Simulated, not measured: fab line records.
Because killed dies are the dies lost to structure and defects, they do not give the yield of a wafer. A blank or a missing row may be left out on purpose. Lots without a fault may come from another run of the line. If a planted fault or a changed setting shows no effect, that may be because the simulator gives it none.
fab line records + flow nandHarc + part 2 of 2: steps 5 to 6 of 6
[record]
- lots = 23
- wafers = 69
- lastDay = 33
route steps=1302 shown A_CHANNEL_FILL_D1@507 A_CHANNEL_HOLE_D2@588 A_CHANNEL_FILL_D2@621 A_STAIRCASE@653
lots with no fault: from the same line, run without faults
startH: hours from the record's first day to the start of the lot's first wafer shown + waitH: hours since the lot's step before + " unchanged from the row above + L1.1+2: a row that stands for several wafers + - no value, or no start was given + * or withheld: withheld + < > ~ a bound
route shown NAME@n: a module of which the file shows steps, and the number in the route of the first + usual: mean/standard deviation taken from wafers without a fault + same: alike in all rows + chamber/n: place in a boat + sites: per-site readings + _std_site: standard deviation across them + _edge_site: inner sites' mean taken away from outer sites' mean + radiusMm: for every site, how far away it sits from the centre of the wafer + mask NAME#n: copy n + behind: the tool/chamber that last shaped the wafer + hold: what put the lot on hold/how long, in hours/how the hold closed + device: whichever transistor did not switch (one of n, p or np) + end of line: tests run on the same wafers once the route is complete + a step given without rows: its recipe and nothing more + killed: not the wafer's yield, but the dies lost to structure and defects at the first sort + map: per-die view of a wafer (x killed, . not killed, _ where there is no die)
set.NAME: the setting as run; set.NAME@STEP: as run at that earlier step + model.NAME: the simulator's own value behind a step, which no gauge read
route steps across a sampled set of lots; one table per step, one row per wafer
services: the hour from which a tool's chamber was out of use, counted from the record's first day as startH (under 0 if before that day), plus the number of hours and why
[[steps]]
[step NHARC_A_CHANNEL_FILL_D2_STRIP_28]
[recipe]
- timeS = 20
- o2FlowSccm = 500
- arFlowSccm = 0
- biasW = 0
- chemistry = O2
[usual]
- drypumpMotorCurrentA = 5.7/0.54
- mfcArSccm = 0.003/0.0066
- oesProductAu = 0.998/0.0082
- rfVppV = 57.8/0.81
- showerheadPlenumPTorr = 3.55/0.14
- throttleValvePct = 17.037/0.0099
[same]
- timeS = 20
| lot.wafer | tool       | chamber | startH | waitH | drypumpMotorCurrentA | mfcArSccm | oesProductAu | rfHoursCounterH | rfVppV | showerheadPlenumPTorr | throttleValvePct |
|-----------|------------|---------|--------|-------|----------------------|-----------|--------------|-----------------|--------|-----------------------|------------------|
| L074.2    | rieDiel-07 | 2       | 323.44 | 0.1   | 6.0                  | 0         | 0.992        | 1               | 57.5   | 3.60                  | 17.026           |
| L074.4    | "          | 3       | "      | "     | 6.1                  | 0         | 1.003        | 1               | 56.5   | 3.42                  | 17.036           |
| L074.5    | "          | 0       | "      | "     | 4.8                  | 0.020     | 1.007        | -               | 56.7   | 3.54                  | 17.050           |
| L076.3    | rieDiel-05 | 0       | 346.34 | 0.1   | 4.9                  | 0         | 0.989        | 3               | 55.9   | 3.45                  | 17.033           |
| L076.1    | "          | 1       | "      | "     | 6.5                  | 0         | 0.998        | 3               | 57.4   | 3.73                  | 17.042           |
| L076.2    | "          | 2       | "      | "     | 6.0                  | 0         | 0.985        | 3               | 58.1   | 3.31                  | 17.033           |
| L077.2    | rieDiel-05 | 1       | 363.13 | 0.1   | 6.4                  | 0         | 1.006        | 3               | 59.7   | 3.73                  | 17.040           |
| L077.1    | "          | 2       | "      | "     | 6.0                  | 0         | 0.986        | 3               | 57.5   | 3.31                  | 17.031           |
| L077.5    | "          | 1       | "      | "     | 6.4                  | 0         | 1.010        | -               | 59.4   | 3.73                  | 17.021           |
| L078.4    | rieDiel-07 | 2       | 363.13 | 0.1   | 6.0                  | 0         | 0.999        | 1               | 59.5   | 3.60                  | 17.038           |
| L078.3    | "          | 3       | "      | "     | 6.1                  | 0         | 0.993        | 2               | 57.0   | 3.42                  | 17.035           |
| L078.6    | "          | 2       | "      | "     | 6.0                  | 0         | 0.997        | -               | 57.4   | 3.60                  | 17.030           |
| L079.4    | rieDiel-05 | 0       | 379.66 | 0.1   | 4.9                  | 0         | 1.001        | 4               | 57.9   | 3.45                  | 17.017           |
| L079.3    | "          | 2       | "      | "     | 6.0                  | 0         | 0.991        | 4               | 58.0   | 3.31                  | 17.031           |
| L079.1    | "          | 3       | "      | "     | 5.6                  | 0         | 0.992        | 4               | 57.3   | 3.59                  | 17.055           |
| L080.3    | rieDiel-05 | 1       | 384.54 | 0.1   | 6.4                  | 0         | 0.999        | 4               | 57.3   | 3.73                  | 17.025           |
| L080.1    | "          | 2       | "      | "     | 6.0                  | 0         | 0.998        | 4               | 56.9   | 3.31                  | 17.036           |
| L080.5    | "          | 3       | "      | "     | 5.5                  | 0         | 0.997        | -               | 58.6   | 3.59                  | 17.033           |
| L081.3    | rieDiel-07 | 3       | 404.63 | 0.1   | 6.1                  | 0         | 0.994        | 3               | 57.0   | 3.42                  | 17.041           |
| L081.5    | "          | 1       | "      | "     | 6.0                  | 0         | 0.991        | -               | 57.4   | 3.75                  | 17.036           |
| L081.6    | "          | 2       | "      | "     | 6.0                  | 0         | 0.989        | -               | 58.8   | 3.60                  | 17.041           |
| L083.4    | rieDiel-11 | 2       | 404.64 | 0.1   | 5.5                  | 0.013     | 0.997        | 24              | 57.4   | 3.59                  | 17.034           |
| L083.2    | "          | 3       | "      | "     | 6.5                  | 0.005     | 1.002        | 22              | 57.9   | 3.35                  | 17.042           |
| L083.3    | "          | 0       | "      | "     | 5.2                  | 0.007     | 0.990        | 23              | 58.1   | 3.67                  | 17.024           |
| L082.4    | rieDiel-07 | 2       | 409.37 | 0.1   | 6.0                  | 0         | 0.996        | 3               | 59.3   | 3.60                  | 17.047           |
| L082.3    | "          | 3       | "      | "     | 6.0                  | 0         | 0.993        | 4               | 57.7   | 3.42                  | 17.045           |
| L082.6    | "          | 3       | "      | "     | 6.1                  | 0         | 0.993        | -               | 57.7   | 3.42                  | 17.049           |
| L084.1    | rieDiel-05 | 2       | 434.55 | 0.1   | 6.0                  | 0         | 0.987        | 1               | 57.7   | 3.31                  | 17.020           |
| L084.6    | "          | 0       | "      | "     | 4.9                  | 0         | 1.000        | -               | 57.1   | 3.45                  | 17.026           |
| L084.5    | "          | 1       | "      | "     | 6.5                  | 0         | 1.011        | -               | 57.4   | 3.73                  | 17.026           |
| L085.1    | rieDiel-05 | 2       | 438.91 | 0.1   | 6.0                  | 0         | 0.993        | 1               | 57.6   | 3.31                  | 17.036           |
| L085.4    | "          | 3       | "      | "     | 5.5                  | 0         | 0.994        | 1               | 57.6   | 3.59                  | 17.044           |
| L085.6    | "          | 0       | "      | "     | 4.9                  | 0         | 1.003        | -               | 58.1   | 3.45                  | 17.037           |
| L086.3    | rieDiel-07 | 1       | 438.95 | 0.1   | 6.0                  | 0         | 0.986        | 4               | 57.2   | 3.75                  | 17.032           |
| L086.4    | "          | 2       | "      | "     | 5.9                  | 0         | 0.997        | 4               | 58.6   | 3.60                  | 17.053           |
| L086.6    | "          | 3       | "      | "     | 6.0                  | 0         | 0.988        | -               | 57.5   | 3.42                  | 17.040           |
| L087.3    | rieDiel-07 | 1       | 448.01 | 0.1   | 6.0                  | 0         | 0.990        | 5               | 57.6   | 3.75                  | 17.035           |
| L087.4    | "          | 0       | "      | "     | 4.8                  | 0.020     | 0.998        | 5               | 57.6   | 3.54                  | 17.024           |
| L087.6    | "          | 1       | "      | "     | 6.0                  | 0         | 0.987        | -               | 56.8   | 3.75                  | 17.020           |
| L089.3    | rieDiel-05 | 2       | 463.62 | 0.1   | 6.0                  | 0         | 0.989        | 2               | 56.6   | 3.31                  | 17.034           |
| L089.5    | "          | 2       | "      | "     | 6.0                  | 0         | 0.989        | -               | 55.5   | 3.31                  | 17.043           |
| L089.6    | "          | 3       | "      | "     | 5.6                  | 0         | 1.001        | -               | 57.3   | 3.59                  | 17.046           |
| L088.3    | rieDiel-07 | 0       | 463.67 | 0.1   | 4.8                  | 0.020     | 1.002        | 5               | 58.7   | 3.54                  | 17.031           |
| L088.2    | "          | 1       | "      | "     | 6.0                  | 0         | 0.984        | 5               | 57.8   | 3.75                  | 17.040           |
| L088.5    | "          | 0       | "      | "     | 4.8                  | 0.020     | 0.999        | -               | 57.3   | 3.54                  | 17.033           |
| L091.2    | rieDiel-07 | 3       | 484.64 | 0.1   | 6.1                  | 0         | 1.001        | 0               | 55.9   | 3.42                  | 17.038           |
| L091.5    | "          | 1       | "      | "     | 6.0                  | 0         | 0.999        | -               | 59.2   | 3.75                  | 17.047           |
| L091.6    | "          | 2       | "      | "     | 6.0                  | 0         | 1.005        | -               | 57.0   | 3.60                  | 17.031           |
| L090.2    | rieDiel-05 | 0       | 484.69 | 0.1   | 4.9                  | 0         | 0.987        | 2               | 57.4   | 3.45                  | 17.023           |
| L090.5    | "          | 2       | "      | "     | 6.0                  | 0         | 1.000        | -               | 55.3   | 3.31                  | 17.027           |
| L090.6    | "          | 0       | "      | "     | 4.9                  | 0         | 0.994        | -               | 58.1   | 3.45                  | 17.034           |
| L092.4    | rieDiel-07 | 2       | 507.02 | 0.1   | 5.9                  | 0         | 1.007        | 0               | 57.7   | 3.60                  | 17.032           |
| L092.2    | "          | 1       | "      | "     | 6.0                  | 0         | 0.994        | 1               | 57.7   | 3.75                  | 17.033           |
| L092.5    | "          | 3       | "      | "     | 6.1                  | 0         | 0.986        | -               | 58.4   | 3.42                  | 17.033           |
| L093.2    | rieDiel-05 | 0       | 511.20 | 0.1   | 4.9                  | 0         | 1.009        | 3               | 58.8   | 3.45                  | 17.047           |
| L093.1    | "          | 1       | "      | "     | 6.4                  | 0         | 1.014        | 3               | 58.5   | 3.73                  | 17.043           |
| L093.5    | "          | 3       | "      | "     | 5.5                  | 0         | 1.006        | -               | 59.4   | 3.59                  | 17.049           |
| L095.4    | rieDiel-11 | 2       | 530.91 | 0.1   | 5.5                  | 0.013     | 1.012        | 16              | 57.6   | 3.58                  | 17.052           |
| L095.6    | "          | 2       | "      | "     | 5.4                  | 0.013     | 1.000        | -               | 58.5   | 3.58                  | 17.034           |
| L095.5    | "          | 3       | "      | "     | 6.6                  | 0.005     | 1.000        | -               | 57.4   | 3.33                  | 17.038           |
| L094.3    | rieDiel-07 | 3       | 530.91 | 0.1   | 6.1                  | 0         | 1.004        | 1               | 57.7   | 3.42                  | 17.029           |
| L094.1    | "          | 0       | "      | "     | 4.8                  | 0.020     | 1.007        | 1               | 57.2   | 3.54                  | 17.050           |
| L094.5    | "          | 2       | "      | "     | 6.0                  | 0         | 1.009        | -               | 58.3   | 3.60                  | 17.060           |
| L096.4    | rieDiel-05 | 0       | 546.68 | 0.1   | 4.9                  | 0         | 1.002        | 4               | 58.0   | 3.45                  | 17.035           |
| L096.1    | "          | 1       | "      | "     | 6.4                  | 0         | 1.016        | 4               | 57.1   | 3.73                  | 17.026           |
| L096.2    | "          | 2       | "      | "     | 6.0                  | 0         | 1.011        | 5               | 58.5   | 3.31                  | 17.019           |
| L097.1    | rieDiel-11 | 0       | 546.71 | 0.1   | 5.2                  | 0.007     | 1.013        | 20              | 58.6   | 3.66                  | 17.030           |
| L097.3    | "          | 2       | "      | "     | 5.4                  | 0.013     | 1.009        | 19              | 57.7   | 3.58                  | 17.038           |
| L097.5    | "          | 3       | "      | "     | 6.6                  | 0.005     | 1.004        | -               | 57.2   | 3.33                  | 17.042           |
[step NHARC_A_STAIRCASE_STRIP_171]
[recipe]
- powerW = 1500
- tempC = 250
- chemistry = O2
[usual]
- drypumpMotorCurrentA = 5.6/0.39
- heaterPowerW = 362/13
- rfReflPowerW = 18.1/1.2
| lot.wafer | tool           | chamber | startH | waitH | drypumpMotorCurrentA | heaterPowerW | rfHoursCounterH | rfReflPowerW |
|-----------|----------------|---------|--------|-------|----------------------|--------------|-----------------|--------------|
| L074.2    | plasmaAsher-02 | 0       | 348.65 | -     | 6.0                  | 367          | 20              | 20.1         |
| L074.4    | "              | 0       | "      | "     | 6.0                  | 354          | -               | 19.6         |
| L074.5    | "              | 0       | "      | "     | 6.0                  | 358          | -               | 19.3         |
| L076.1    | plasmaAsher-02 | 0       | 371.05 | -     | 6.0                  | 363          | 24              | 18.3         |
| L076.2    | "              | 1       | "      | "     | 5.0                  | 374          | 24              | 19.3         |
| L076.3    | "              | 0       | "      | "     | 6.0                  | 366          | -               | 18.7         |
| L077.2    | plasmaAsher-02 | 0       | 389.01 | -     | 6.0                  | 353          | 26              | -            |
| L077.1    | "              | 1       | "      | "     | 5.0                  | 369          | 26              | -            |
| L077.5    | "              | 0       | "      | "     | 6.0                  | 349          | -               | -            |
| L078.3    | plasmaAsher-01 | 1       | 389.26 | -     | 5.9                  | 347          | -               | -            |
| L078.4    | "              | 0       | "      | "     | 5.5                  | 361          | -               | -            |
| L078.6    | "              | 1       | "      | "     | 5.9                  | 362          | -               | -            |
| L079.1    | plasmaAsher-02 | 1       | 405.69 | -     | 5.0                  | 369          | 30              | -            |
| L079.3    | "              | 0       | "      | "     | 6.0                  | 351          | -               | -            |
| L079.4    | "              | 1       | "      | "     | 5.0                  | 368          | -               | -            |
| L080.1    | plasmaAsher-01 | 1       | 409.67 | -     | 5.9                  | 353          | 11              | 18.5         |
| L080.3    | "              | 1       | "      | "     | 5.9                  | 354          | -               | 18.5         |
| L080.5    | "              | 0       | "      | "     | 5.5                  | 360          | -               | 15.0         |
| L081.3    | plasmaAsher-01 | 1       | 431.43 | -     | 5.9                  | 348          | -               | -            |
| L081.5    | "              | 0       | "      | "     | 5.5                  | 367          | -               | -            |
| L081.6    | "              | 1       | "      | "     | 5.9                  | 358          | -               | -            |
| L083.2    | plasmaAsher-01 | 1       | 431.57 | -     | 5.9                  | 348          | 16              | -            |
| L083.3    | "              | 1       | "      | "     | 5.9                  | 352          | -               | -            |
| L083.4    | "              | 0       | "      | "     | 5.5                  | 364          | -               | -            |
| L082.4    | plasmaAsher-02 | 1       | 435.23 | -     | 5.0                  | 388          | -               | -            |
| L082.3    | "              | 0       | "      | "     | 6.0                  | 354          | -               | -            |
| L082.6    | "              | 1       | "      | "     | 5.0                  | 390          | -               | -            |
| L084.1    | plasmaAsher-01 | 0       | 460.52 | 0.1   | 5.5                  | 368          | 24              | 16.0         |
| L084.5    | "              | 0       | "      | "     | 5.5                  | 362          | -               | 16.8         |
| L084.6    | "              | 1       | "      | "     | 5.9                  | 353          | -               | 19.0         |
| L086.3    | plasmaAsher-02 | 0       | 464.04 | -     | 6.0                  | 354          | -               | 19.3         |
| L086.4    | "              | 1       | "      | "     | 5.0                  | 384          | -               | 18.0         |
| L086.6    | "              | 1       | "      | "     | 5.0                  | 379          | -               | 18.5         |
| L085.1    | plasmaAsher-01 | 1       | 464.04 | -     | 5.9                  | 352          | 25              | -            |
| L085.4    | "              | 1       | "      | "     | 5.9                  | 358          | -               | -            |
| L085.6    | "              | 1       | "      | "     | 5.9                  | 359          | -               | -            |
| L087.3    | plasmaAsher-01 | 0       | 473.43 | -     | 5.5                  | 366          | -               | 16.8         |
| L087.4    | "              | 1       | "      | "     | 5.9                  | 344          | -               | 18.5         |
| L087.6    | "              | 1       | "      | "     | 5.9                  | 344          | -               | 19.2         |
| L089.3    | plasmaAsher-02 | 0       | 489.22 | -     | 6.0                  | 356          | -               | 19.1         |
| L089.6    | "              | 1       | "      | "     | 5.0                  | 392          | -               | 18.7         |
| L089.5    | "              | 0       | "      | "     | 6.0                  | 357          | -               | 18.8         |
| L088.2    | plasmaAsher-01 | 0       | 489.29 | -     | 5.5                  | 362          | 32              | 16.9         |
| L088.3    | "              | 1       | "      | "     | 5.9                  | 347          | -               | 18.6         |
| L088.5    | "              | 1       | "      | "     | 5.9                  | 349          | -               | 18.0         |
| L091.2    | plasmaAsher-02 | 0       | 512.03 | -     | 6.0                  | 364          | 15              | 19.1         |
| L091.5    | "              | 1       | "      | "     | 5.0                  | 383          | -               | 18.1         |
| L091.6    | "              | 0       | "      | "     | 6.0                  | 350          | -               | 19.5         |
| L090.2    | plasmaAsher-01 | 0       | 512.19 | -     | 5.5                  | 366          | 34              | 16.8         |
| L090.6    | "              | 0       | "      | "     | 5.5                  | 373          | -               | 16.9         |
| L090.5    | "              | 1       | "      | "     | 5.9                  | 356          | -               | 18.6         |
| L092.2    | plasmaAsher-01 | 0       | 532.08 | -     | 5.4                  | 370          | 3               | 16.5         |
| L092.4    | "              | 0       | "      | "     | 5.5                  | 372          | -               | 16.9         |
| L092.5    | "              | 0       | "      | "     | 5.5                  | 369          | -               | 16.2         |
| L093.1    | plasmaAsher-01 | 0       | 537.86 | -     | 5.5                  | 370          | 4               | 16.2         |
| L093.2    | "              | 1       | "      | "     | 5.9                  | 340          | 4               | 17.9         |
| L093.5    | "              | 0       | "      | "     | 5.5                  | 373          | -               | 16.8         |
| L095.4    | plasmaAsher-01 | 0       | 557.72 | -     | 5.5                  | 357          | -               | 17.3         |
| L095.5    | "              | 0       | "      | "     | 5.4                  | 357          | -               | 15.8         |
| L095.6    | "              | 1       | "      | "     | 5.9                  | 339          | -               | 19.2         |
| L094.1    | plasmaAsher-02 | 1       | 557.96 | -     | 5.0                  | 386          | 24              | 18.5         |
| L094.3    | "              | 0       | "      | "     | 6.0                  | 356          | -               | 19.1         |
| L094.5    | "              | 0       | "      | "     | 6.0                  | 353          | -               | 19.7         |
| L097.1    | plasmaAsher-02 | 1       | 571.59 | -     | 5.0                  | 385          | 27              | -            |
| L097.3    | "              | 1       | "      | "     | 5.0                  | 389          | -               | -            |
| L097.5    | "              | 0       | "      | "     | 6.0                  | 362          | -               | -            |
| L096.1    | plasmaAsher-01 | 1       | 571.60 | -     | 5.9                  | 336          | 13              | -            |
| L096.2    | "              | 0       | "      | "     | 5.5                  | 367          | 13              | -            |
| L096.4    | "              | 1       | "      | "     | 5.9                  | 347          | -               | -            |
[[services]]
| tool           | chamber | startH | hours | kind   |
|----------------|---------|--------|-------|--------|
| rieDiel-07     | 2       | 208.69 | 2.3   | repair |
| rieDiel-04     | 3       | 211.51 | 19.7  | repair |
| plasmaAsher-02 | -       | 220.18 | 13.2  | repair |
| rieDiel-05     | -       | 229.60 | 9.0   | pm     |
| plasmaAsher-02 | -       | 249.01 | 9.0   | pm     |
| rieDiel-05     | 2       | 296.52 | 3.6   | repair |
| rieDiel-05     | 2       | 334.76 | 1.2   | repair |
| plasmaAsher-01 | -       | 342.08 | 9.0   | pm     |
| rieDiel-04     | -       | 354.94 | 9.0   | pm     |
| rieDiel-05     | 3       | 355.09 | 2.7   | repair |
| rieDiel-04     | 1       | 367.52 | 6.1   | repair |
| harEtch-02     | -       | 377.26 | 17.0  | pm     |
| rieDiel-07     | 0       | 391.09 | 1.3   | repair |
| rieDiel-04     | 3       | 391.62 | 19.5  | repair |
| rieDiel-05     | -       | 406.60 | 9.0   | pm     |
| plasmaAsher-02 | -       | 426.09 | 9.0   | pm     |
| rieDiel-04     | 1       | 429.84 | 5.4   | repair |
| rieDiel-05     | 1       | 442.91 | 7.3   | repair |
| rieDiel-04     | 2       | 452.62 | 6.5   | repair |
| rieDiel-07     | 3       | 455.45 | 12.6  | repair |
| rieDiel-07     | -       | 471.22 | 9.0   | pm     |
| rieDiel-04     | -       | 472.34 | 0.3   | repair |
| plasmaAsher-01 | -       | 519.08 | 9.0   | pm     |
| plasmaAsher-01 | -       | 541.54 | 7.6   | repair |
